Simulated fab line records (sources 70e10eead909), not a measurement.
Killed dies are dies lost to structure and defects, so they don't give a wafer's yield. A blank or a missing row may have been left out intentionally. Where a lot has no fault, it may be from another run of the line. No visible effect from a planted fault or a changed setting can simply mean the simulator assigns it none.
Matching of chambers | flow nandHarc | NHARC_A_BLC_STRIP_29 on rieDiel-12 has 4 sister chambers
The step strips in CF4. 27 wafers are shown with their chamber, then 12 later ones without.

## EACH WAFER AND ITS CHAMBER
wafer  | chamber | showerheadPlenumPTorr (Torr) | drypumpMotorCurrentA (A) | oesProductAu (a.u.)
L074.3 | 1       | 1.71                         | 5.1                      | 1.005
L074.4 | 1       | 1.71                         | 5.1                      | 1.006
L074.5 | 3       | 1.70                         | 5.0                      | 1.006
L076.2 | 1       | 1.71                         | 5.2                      | 1.003
L076.3 | 0       | 1.66                         | 5.7                      | 1.001
L076.6 | 3       | 1.70                         | 5.0                      | 0.993
L075.2 | 0       | 1.66                         | 5.7                      | 1.003
L075.4 | 1       | 1.71                         | 5.2                      | 0.996
L075.5 | 3       | 1.70                         | 5.0                      | 0.989
L077.1 | 1       | 1.71                         | 5.2                      | 1.004
L077.4 | 0       | 1.66                         | 5.7                      | 0.999
L077.5 | 1       | 1.71                         | 5.2                      | 0.999
L080.2 | 2       | 1.86                         | 6.1                      | 0.993
L080.5 | 3       | 1.70                         | 5.0                      | 0.996
L080.6 | 0       | 1.66                         | 5.7                      | 1.002
L083.3 | 2       | 1.86                         | 6.1                      | 1.003
L083.4 | 0       | 1.66                         | 5.7                      | 1.000
L083.5 | 2       | 1.86                         | 6.1                      | 0.990
L087.2 | 3       | 1.70                         | 5.0                      | 0.984
L087.4 | 2       | 1.86                         | 6.2                      | 0.997
L087.5 | 1       | 1.71                         | 5.1                      | 1.009
L086.2 | 2       | 1.86                         | 6.1                      | 0.990
L086.3 | 1       | 1.70                         | 5.2                      | 1.010
L086.5 | 2       | 1.86                         | 6.2                      | 0.976
L090.1 | 2       | 1.86                         | 6.1                      | 0.995
L090.4 | 0       | 1.66                         | 5.7                      | 0.999
L090.5 | 1       | 1.70                         | 5.2                      | 1.014

SIGNATURES (means of the wafers above)
reading               | chamber 0 | chamber 1 | chamber 2 | chamber 3 | scatter within a chamber
showerheadPlenumPTorr | 1.6600    | 1.7078    | 1.8600    | 1.7000    | 0.0026
drypumpMotorCurrentA  | 5.700     | 5.167     | 6.129     | 5.000     | 0.0386
oesProductAu          | 1.00067   | 1.00511   | 0.99200   | 0.99360   | 0.00643
Rule: distance of a wafer from a chamber = root of the sum over the readings of ((wafer's reading minus chamber's mean) / reading's scatter) squared. The wafer belongs to the nearest chamber; if the next one is less than 2 further off, it can't be placed. The scatter: the root of (the sum of the squares of (reading less its chamber's mean) over the shown wafers, divided by (wafers less chambers)).

## WAFERS WITH NO CHAMBER GIVEN
wafer  | showerheadPlenumPTorr (Torr) | drypumpMotorCurrentA (A) | oesProductAu (a.u.)
L093.1 | 1.86                         | 6.2                      | 0.994
L093.3 | 1.70                         | 5.1                      | 1.007
L093.5 | 1.85                         | 6.2                      | 0.996
L097.1 | 1.70                         | 5.0                      | 0.978
L097.2 | 1.70                         | 5.1                      | 0.999
L097.6 | 1.70                         | 5.2                      | 1.002
L095.1 | 1.70                         | 5.0                      | 0.993
L095.3 | 1.70                         | 5.1                      | 1.002
L095.5 | 1.85                         | 6.2                      | 0.996
L096.2 | 1.85                         | 6.1                      | 0.984
L096.4 | 1.66                         | 5.7                      | 0.984
L096.5 | 1.70                         | 5.2                      | 0.998

## WHICH CHAMBER EACH WENT THROUGH
wafer  | from the rows above     | in truth
L093.1 | 2                       | 2
L093.3 | can't be placed: 3 or 1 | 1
L093.5 | 2                       | 2
L097.1 | 3                       | 3
L097.2 | can't be placed: 3 or 1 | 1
L097.6 | 1                       | 1
L095.1 | 3                       | 3
L095.3 | can't be placed: 3 or 1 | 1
L095.5 | 2                       | 2
L096.2 | 2                       | 2
L096.4 | 0                       | 0
L096.5 | can't be placed: 1 or 3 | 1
8 of 12 placed correctly. Cannot be placed on the basis of these rows: 4; the candidates contain the true chamber in 4. Placed wrongly: 0.
